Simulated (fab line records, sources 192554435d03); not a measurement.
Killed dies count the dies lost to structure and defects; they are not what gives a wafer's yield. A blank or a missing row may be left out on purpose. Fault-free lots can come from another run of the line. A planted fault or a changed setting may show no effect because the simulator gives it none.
Matching of chambers    flow n5_finfet    3 sister chambers for N5_BEOL_M8_PECVD_70 on pecvd-01
The step deposits SiO2 from TEOS/O2, target thk 20 nm, time 22.7 s. 3 wafers are shown with their chamber, then 12 later ones without.

## WAFERS PAIRED WITH THEIR CHAMBERS
wafer   chamber  throttle_valve_pct (%)
L088.6  2        21.0
L087.4  1        22.8
L087.6  0        22.7

## WAFERS WITH NO CHAMBER GIVEN
wafer   throttle_valve_pct (%)
L089.1  20.7
L089.5  22.7
L089.6  20.8
L090.1  22.7
L090.3  20.8
L090.5  22.8
L093.2  23.3
L093.4  21.1
L093.6  23.3
L096.1  22.9
L096.2  23.0
L096.3  20.9

## WHICH CHAMBER EACH ONE RAN IN
wafer   from the rows above      in truth
L089.1  2                        2
L089.5  can't be placed: 0 or 1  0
L089.6  2                        2
L090.1  can't be placed: 0 or 1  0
L090.3  2                        2
L090.5  can't be placed: 1 or 0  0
L093.2  can't be placed: 1 or 0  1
L093.4  2                        2
L093.6  can't be placed: 1 or 0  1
L096.1  can't be placed: 1 or 0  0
L096.2  can't be placed: 1 or 0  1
L096.3  2                        2
Correct placement for 5 of the 12. Not placeable from these rows: 7 (in 7, the candidates include the true chamber). 0 placed wrongly.
How it was worked out, from the rows above alone: a wafer's distance from a chamber is the root of the sum, over the readings, of the square of ((its reading less the chamber's mean) divided by the reading's scatter). If the next closest chamber is less than 2 further off than the closest, the wafer can't be placed; otherwise it belongs to the closest. A chamber's mean is the mean of its shown wafers. The scatter (one wafer shown for each chamber): square how far every hidden wafer sits from the nearest shown wafer, average those squares and take the square root.
